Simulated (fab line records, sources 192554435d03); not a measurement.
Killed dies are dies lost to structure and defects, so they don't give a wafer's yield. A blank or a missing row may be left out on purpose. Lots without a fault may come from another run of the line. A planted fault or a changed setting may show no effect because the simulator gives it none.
Split-lot experiment | flow n5_finfet | 7 lots, 39 wafers read, on a route of 1938 steps

THE SPLIT
At N5_FIN_CUT_ETCH_21 (etches SOC in N2/H2, target depth 219 nm, overetch 43.8 nm, time 523.5 s), the setting time_s was moved away from the recipe's 523.5 s on 12 of the 39 wafers read, by +7.9% to +21.5%. The other wafers ran this setting at the recipe's value.

The reading is taken at the split's own step.

THE READING
SiARC_of_FIN_CUT_COAT_19.thk_nm (the simulator's own value, which no gauge read), in nm, at N5_FIN_CUT_ETCH_21 (etches SOC in N2/H2, target depth 219 nm, overetch 43.8 nm, time 523.5 s). The file gives no usual value for it. The 27 wafers here that ran the recipe average 12.0 nm, standard deviation 0.21 nm.

wafer  | tool, chamber at the split | time_s as run, s | against the recipe | SiARC_of_FIN_CUT_COAT_19.thk_nm, nm | against lot-mates on the recipe
L081.1 | rie_diel-05, 2             | 573.7            | +9.6%              | 11.2                                | -0.9
L081.2 | rie_diel-05, 1             | 523.5            | recipe             | 12.4                                | -
L081.3 | rie_diel-05, 3             | 573.7            | +9.6%              | 11                                  | -1.1
L081.4 | rie_diel-05, 0,2           | 523.5            | recipe             | 12                                  | -
L081.6 | rie_diel-05, 0,2           | 523.5            | recipe             | 12                                  | -
L081.5 | rie_diel-05, 1             | 573.7            | +9.6%              | 11.8                                | -0.3
L083.1 | rie_diel-04, 1             | 523.5            | recipe             | 12.2                                | -
L083.2 | rie_diel-04, 0,2           | 523.5            | recipe             | 11.8                                | -
L083.4 | rie_diel-04, 0,2           | 523.5            | recipe             | 11.8                                | -
L083.3 | rie_diel-04, 3             | 564.9            | +7.9%              | 11.4                                | -0.5
L083.5 | rie_diel-04, 3             | 564.9            | +7.9%              | 11.6                                | -0.3
L083.6 | rie_diel-04, 0             | 564.9            | +7.9%              | 11                                  | -0.9
L084.1 | rie_diel-03, 0,1           | 571.4            | +9.1%              | 11.2                                | -0.7
L084.6 | rie_diel-03, 0,1           | 571.4            | +9.1%              | 11.2                                | -0.7
L084.2 | rie_diel-03, 3             | 571.4            | +9.1%              | 10.8                                | -1.1
L084.3 | rie_diel-03, 2             | 523.5            | recipe             | 12                                  | -
L084.4 | rie_diel-03, 1,0           | 523.5            | recipe             | 11.8                                | -
L084.5 | rie_diel-03, 1,0           | 523.5            | recipe             | 11.8                                | -
L088.1 | rie_diel-05, 3,0,0         | 523.5            | recipe             | 11.8                                | -
L088.4 | rie_diel-05, 3,0,0         | 523.5            | recipe             | 11.8                                | -
L088.5 | rie_diel-05, 3,0,0         | 523.5            | recipe             | 11.8                                | -
L088.2 | rie_diel-05, 2             | 523.5            | recipe             | 12                                  | -
L088.3 | rie_diel-05, 1             | 523.5            | recipe             | 12.4                                | -
L088.6 | rie_diel-05, 1             | 523.5            | recipe             | 12.4                                | -
L091.1 | rie_diel-03, 3             | 635.9            | +21.5%             | 9.8                                 | -2.3
L091.2 | rie_diel-03, 2             | 523.5            | recipe             | 12.2                                | -
L091.3 | rie_diel-03, 0,2           | 523.5            | recipe             | 12                                  | -
L091.5 | rie_diel-03, 0,2           | 523.5            | recipe             | 12                                  | -
L091.4 | rie_diel-03, 1             | 635.9            | +21.5%             | 10.2                                | -1.9
L091.6 | rie_diel-03, 3             | 635.9            | +21.5%             | 9.6                                 | -2.5
L092.4 | rie_diel-03, 0             | 523.5            | recipe             | 12                                  | -
L092.5 | rie_diel-03, 0,1           | 523.5            | recipe             | 11.8                                | -
L092.6 | rie_diel-03, 0,1           | 523.5            | recipe             | 11.8                                | -
L096.1 | rie_diel-03, 2             | 523.5            | recipe             | 12.2                                | -
L096.2 | rie_diel-03, 0,1,0         | 523.5            | recipe             | 12                                  | -
L096.5 | rie_diel-03, 0,1,0         | 523.5            | recipe             | 12                                  | -
L096.6 | rie_diel-03, 0,1,0         | 523.5            | recipe             | 12                                  | -
L096.3 | rie_diel-03, 1             | 523.5            | recipe             | 11.8                                | -
L096.4 | rie_diel-03, 3             | 523.5            | recipe             | 11.6                                | -
Where a row lists several chambers, the file gives one row for several wafers and doesn't say which wafer went through which chamber.

THE FIT
A straight line over all 39 wafers: SiARC_of_FIN_CUT_COAT_19.thk_nm changes by -0.094 nm for each +1% of time_s; r = -0.93; the points scatter about the line by 0.25 nm.
The same after taking each lot's own level away (the mean of its wafers on the recipe; 39 wafers): -0.0973 nm for each +1%; r = -0.94; scatter 0.23 nm.
On that fit, the largest move of time_s shifts the reading by 2.1 nm.
The lots' own levels span 11.87 to 12.13 nm, that is 1.3 times the standard deviation above.
So the lot-to-lot level changes the slope little: the two slopes agree.
Check: with one of the wafers moved furthest among these (+21.5%) left out of the fit, the line predicts -2.01 nm for it against its lot-mates. It came out at -2.27 nm against them.

THE FILE'S OWN FIT
SiARC_of_FIN_CUT_COAT_19.thk_nm changes by -0.0958 nm for each +1% of time_s, r = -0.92.
